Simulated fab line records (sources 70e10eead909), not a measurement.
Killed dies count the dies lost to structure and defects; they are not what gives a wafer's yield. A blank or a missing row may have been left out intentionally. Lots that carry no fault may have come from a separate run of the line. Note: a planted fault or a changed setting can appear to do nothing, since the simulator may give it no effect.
Matching of chambers -- flow nand-harc -- cmp-01 running NHARC_A_DECK1_JOINT_CMP_13: 4 sister chambers
The step polishes, target thk 51.023 nm. 16 wafers are shown with their chamber, then 8 later ones without.

== EACH WAFER AND ITS CHAMBER ==
wafer,chamber,motor-current-A (A),time-to-endpoint-s (s)
L074.3,1,12.5,10.6
L074.4,0,13.0,6.7
L074.6,0,12.2,8.5
L082.1,1,12.0,8.9
L082.4,3,10.6,9.6
L082.6,0,12.4,8.4
L084.1,2,11.8,12.4
L084.5,1,13.0,9.8
L084.6,2,12.7,13.9
L087.2,3,10.8,11.1
L087.4,2,12.5,9.5
L087.6,0,13.1,10.8
L088.2,2,13.1,8.9
L088.5,2,12.5,8.0
L088.6,1,12.3,9.6
L090.1,1,12.9,9.5

SIGNATURES (means of the wafers above)
reading,chamber 0,chamber 1,chamber 2,chamber 3,scatter within a chamber
motor-current-A,12.675,12.540,12.520,10.700,0.427
time-to-endpoint-s,8.600,9.680,10.540,10.350,1.73
Rule: for each reading, subtract the chamber's mean from the wafer's reading, divide by that reading's scatter and square the result; add these up over the readings and take the root, which gives the wafer's distance from the chamber. If the next closest chamber is less than 2 further off than the closest, the wafer can't be placed; otherwise it belongs to the closest. The scatter: the root of (the sum of the squares of (reading less its chamber's mean) over the shown wafers, divided by (wafers less chambers)).

== WAFERS WITH NO CHAMBER GIVEN ==
wafer,motor-current-A (A),time-to-endpoint-s (s)
L090.2,12.4,8.1
L090.6,12.8,8.9
L094.1,12.4,8.8
L094.3,12.2,5.7
L094.4,12.5,7.1
L096.2,12.5,9.3
L096.5,12.3,9.8
L096.6,12.3,9.3

== WHICH CHAMBER EACH ONE RAN IN ==
wafer,from the rows above,in truth
L090.2,can't be placed: 0 or 1 or 2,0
L090.6,can't be placed: 0 or 1 or 2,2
L094.1,can't be placed: 1 or 0 or 2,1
L094.3,can't be placed: 0 or 1 or 2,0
L094.4,can't be placed: 0 or 1 or 2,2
L096.2,can't be placed: 1 or 0 or 2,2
L096.5,can't be placed: 1 or 2 or 0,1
L096.6,can't be placed: 1 or 2 or 0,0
0 of 8 placed correctly. Not placeable from these rows: 8 (in 8, the candidates include the true chamber). Placed wrongly: 0.
